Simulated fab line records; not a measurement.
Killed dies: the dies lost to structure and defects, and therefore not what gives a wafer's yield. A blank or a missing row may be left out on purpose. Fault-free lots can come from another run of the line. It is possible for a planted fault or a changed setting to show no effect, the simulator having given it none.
Split-lot trial :: flow n5Finfet :: on a route of 1938 steps: 7 lots, 21 wafers read

THE SPLIT ITSELF
At N5_DUMMY_GATE_EXPOSE_12 (exposes mask GATE, target cd 25 nm), the setting doseMj was moved away from the recipe's 34 on 7 of the 21 wafers read, by -4.9% to +6.4%. For the rest of the wafers, this setting stayed at what the recipe calls for.

FROM THE SPLIT TO THE READING: what the file shows between them, 2 steps
- N5_DUMMY_GATE_PEB_13: peb time 60 s
- N5_DUMMY_GATE_DEVELOP_14: develop time 30 s

THE READING
Shown in nm: cdNm at N5_DUMMY_GATE_CD_MEAS_15, with target cd 25.8 nm. Typical for fault-free wafers on this fab line: 24.83 nm, with standard deviation 0.23 nm.

wafer: L074.1
tool, chamber at the split: euvScanner-02, 0
doseMj as run: 34
against the recipe: recipe
cdNm, nm: 24.76
against lot-mates on the recipe: -

wafer: L074.2
tool, chamber at the split: euvScanner-02, 0
doseMj as run: 32.35
against the recipe: -4.9%
cdNm, nm: 25.66
against lot-mates on the recipe: +0.90

wafer: L074.5
tool, chamber at the split: euvScanner-02, 0
doseMj as run: 32.35
against the recipe: -4.9%
cdNm, nm: 25.62
against lot-mates on the recipe: +0.86

wafer: L075.1
tool, chamber at the split: euvScanner-02, 0
doseMj as run: 34
against the recipe: recipe
cdNm, nm: 25.13
against lot-mates on the recipe: -

wafer: L075.4
tool, chamber at the split: euvScanner-02, 0
doseMj as run: 34
against the recipe: recipe
cdNm, nm: 25.07
against lot-mates on the recipe: -

wafer: L075.6
tool, chamber at the split: euvScanner-02, 0
doseMj as run: 33.25
against the recipe: -2.2%
cdNm, nm: 25.41
against lot-mates on the recipe: +0.31

wafer: L079.1
tool, chamber at the split: euvScanner-01, 0
doseMj as run: 35.23
against the recipe: +3.6%
cdNm, nm: 23.99
against lot-mates on the recipe: -1.02

wafer: L079.4
tool, chamber at the split: euvScanner-01, 0
doseMj as run: 34
against the recipe: recipe
cdNm, nm: 25.01
against lot-mates on the recipe: -

wafer: L079.5
tool, chamber at the split: euvScanner-01, 0
doseMj as run: 35.23
against the recipe: +3.6%
cdNm, nm: 24.01
against lot-mates on the recipe: -1.00

wafer: L081.1
tool, chamber at the split: euvScanner-01, 0
doseMj as run: 34
against the recipe: recipe
cdNm, nm: 24.67
against lot-mates on the recipe: -

wafer: L081.3
tool, chamber at the split: euvScanner-01, 0
doseMj as run: 34
against the recipe: recipe
cdNm, nm: 24.65
against lot-mates on the recipe: -

wafer: L081.5
tool, chamber at the split: euvScanner-01, 0
doseMj as run: 34
against the recipe: recipe
cdNm, nm: 24.73
against lot-mates on the recipe: -

wafer: L085.1
tool, chamber at the split: euvScanner-02, 0
doseMj as run: 34
against the recipe: recipe
cdNm, nm: 25.03
against lot-mates on the recipe: -

wafer: L085.4
tool, chamber at the split: euvScanner-02, 0
doseMj as run: 34
against the recipe: recipe
cdNm, nm: 24.53
against lot-mates on the recipe: -

wafer: L085.6
tool, chamber at the split: euvScanner-02, 0
doseMj as run: 34
against the recipe: recipe
cdNm, nm: 24.96
against lot-mates on the recipe: -

wafer: L086.1
tool, chamber at the split: euvScanner-02, 0
doseMj as run: 34
against the recipe: recipe
cdNm, nm: 25.31
against lot-mates on the recipe: -

wafer: L086.4
tool, chamber at the split: euvScanner-02, 0
doseMj as run: 34
against the recipe: recipe
cdNm, nm: 24.89
against lot-mates on the recipe: -

wafer: L086.6
tool, chamber at the split: euvScanner-02, 0
doseMj as run: 35.07
against the recipe: +3.1%
cdNm, nm: 24.46
against lot-mates on the recipe: -0.64

wafer: L092.1
tool, chamber at the split: euvScanner-02, 0
doseMj as run: 36.19
against the recipe: +6.4%
cdNm, nm: 23.31
against lot-mates on the recipe: -1.41

wafer: L092.3
tool, chamber at the split: euvScanner-02, 0
doseMj as run: 34
against the recipe: recipe
cdNm, nm: 24.73
against lot-mates on the recipe: -

wafer: L092.5
tool, chamber at the split: euvScanner-02, 0
doseMj as run: 34
against the recipe: recipe
cdNm, nm: 24.70
against lot-mates on the recipe: -

THE FIT
A straight line over all 21 wafers: cdNm changes by -0.202 nm for each +1% of doseMj; r = -0.93; the points scatter about the line by 0.21 nm.
The same after taking each lot's own level away (the mean of its wafers on the recipe; 21 wafers): -0.211 nm for each +1%; r = -0.97; scatter 0.14 nm.
Per that fit: largest doseMj move, reading shift of 1.4 nm.
Measured against the standard deviation above, the lots' own levels, which go from 24.683 to 25.100 nm, span 1.8 times it.
The two slopes are in agreement: the lot-to-lot level therefore moves the slope only a little.
Check: for one of the wafers moved furthest among these (+6.4%), held out of the fit, the line's prediction against its lot-mates is -1.41 nm. It came out at -1.41 nm against them.

OTHER SPLITS APPLIED TO THESE WAFERS
Before the reading, these wafers also passed through other splits. Each is held against what the fit with the lots' levels taken away leaves over:
other split on the same wafers: N5_ZERO_LAYER_PECVD_02 timeS
wafers away from the commonest value: 10
r with cdNm (lot level and that fit taken away): +0.43

other split on the same wafers: N5_ZERO_LAYER_COAT_05 spinRpm
wafers away from the commonest value: 3
r with cdNm (lot level and that fit taken away): +0.11

other split on the same wafers: N5_ZERO_LAYER_PEB_09 pebTimeS
wafers away from the commonest value: as run: not given for these wafers
r with cdNm (lot level and that fit taken away): -

other split on the same wafers: N5_WELL_APT_COAT_02 spinRpm
wafers away from the commonest value: 5
r with cdNm (lot level and that fit taken away): +0.04

other split on the same wafers: N5_FIN_SAQP_PECVD_48 timeS
wafers away from the commonest value: 4
r with cdNm (lot level and that fit taken away): +0.13

other split on the same wafers: N5_FIN_SAQP_DEVELOP_15 developTimeS
wafers away from the commonest value: 11
r with cdNm (lot level and that fit taken away): +0.04

other split on the same wafers: N5_DUMMY_GATE_COAT_28 spinRpm
wafers away from the commonest value: 6
r with cdNm (lot level and that fit taken away): -0.07

FILE'S OWN FIT
cdNm changes by -0.211 nm for each +1% of doseMj, r = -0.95.
